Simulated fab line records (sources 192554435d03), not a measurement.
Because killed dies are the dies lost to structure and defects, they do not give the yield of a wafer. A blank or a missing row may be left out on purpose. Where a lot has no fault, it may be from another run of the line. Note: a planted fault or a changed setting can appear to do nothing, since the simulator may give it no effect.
Problem report in the 8D (eight disciplines) form, filled by code    flow n5 finfet    the parts of the form that need people (team, actions taken, sign-off) are left out

== 1. THE PROBLEM ==
N5_BEOL_M13_ETCH_67, cf4 flow sccm: mean 69.6 sccm over 1 wafer from 1 lot; wafers with no fault: 100.0 sccm, standard deviation 0.34. That is -89 standard deviations from the usual mean.
The step: etches SiARC in CF4, target depth 143 nm, time 238.3 s.
First seen on wafer L709.2, day 13 05:55, on rie diel-02. The record holds 32 wafers of 11 lots with a number at this step. Rule for "out" (also "out of limits"): further than 4 standard deviations from the usual mean. The other wafers with a number count as sound.

== 2. WHAT THIS IS AND IS NOT ==
question                     is                                 is not
which readings at this step  cf4 flow sccm, throttle valve pct  bias w, drypump motor current A, etch rf on time s, oes product au, rf vpp V, showerhead plenum p Torr
which lots                   L709                               L701, L702, L708, L714, L718, L719, L721, L722, L723, L724
which wafers of those lots   L709.2                             L709.1, L709.3
read on which tools          rie diel-02                        rie diel-01, rie diel-06
when                         from day 13 05:55                  up to then (11 sound wafers); but 20 sound wafers of L714, L718, L719, L721, L722, L723, L724 came after

== 3. THE SUSPECTS, EACH WITH WHAT RULES IT OUT ==
Counting: any tool at a process step up to the reading remains a suspect provided it ran every lot that is out. Sound lots after the first of them don't rule it out here, since some wafers of a struck lot are sound.
- rie diel-02 at N5_BEOL_M13_ETCH_67 (etches SiARC in CF4, target depth 143 nm, time 238.3 s): kept. It processed L709, the lot that is out, at day 13 05:55, and its most recent sound lot before then was L708 at day 12 17:57. Out on those wafers are its own readings of cf4 flow sccm, throttle valve pct.
- Within rie diel-02 at N5_BEOL_M13_ETCH_67: the wafers that are out ran in chamber 0; their sound lot-mates ran in chambers 2, 3.
Remaining after the count: rie diel-02 at N5_BEOL_M13_ETCH_67.

== 4. THE CAUSE (what the simulator had put in) ==
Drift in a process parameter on rie diel-02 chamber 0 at N5_BEOL_M13_ETCH_67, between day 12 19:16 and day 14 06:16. From 100, the setting cf4 flow sccm moved by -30. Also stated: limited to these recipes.
After counting, this tool was the only one left.

== 5. THE CHAIN OF EFFECTS, in route order ==
Each row: a reading whose mean over the struck wafers that have a number lies more than 3 standard deviations from the usual. Only readings whose record carries a usual standard deviation are examined. hours: median over the lots of the time between each lot's start at the first step of this table that gives one and its start at this step. sigmas: the change, counted in usual standard deviations.
hours  step                 reading             usual       on struck wafers  change  sigmas
0      N5_BEOL_M13_ETCH_67  cf4 flow sccm       100.0 sccm  69.6              -30.4   -89
0      N5_BEOL_M13_ETCH_67  throttle valve pct  15.56 %     14.45             -1.11   -4.6
Process steps it contains:
- N5_BEOL_M13_ETCH_67: etches SiARC in CF4, target depth 143 nm, time 238.3 s.

== 6. HOW IT WOULD HAVE BEEN CAUGHT EARLIER ==
First out-of-limits reading in this record: day 13 05:55, which is 11 hours after fault onset at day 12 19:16.
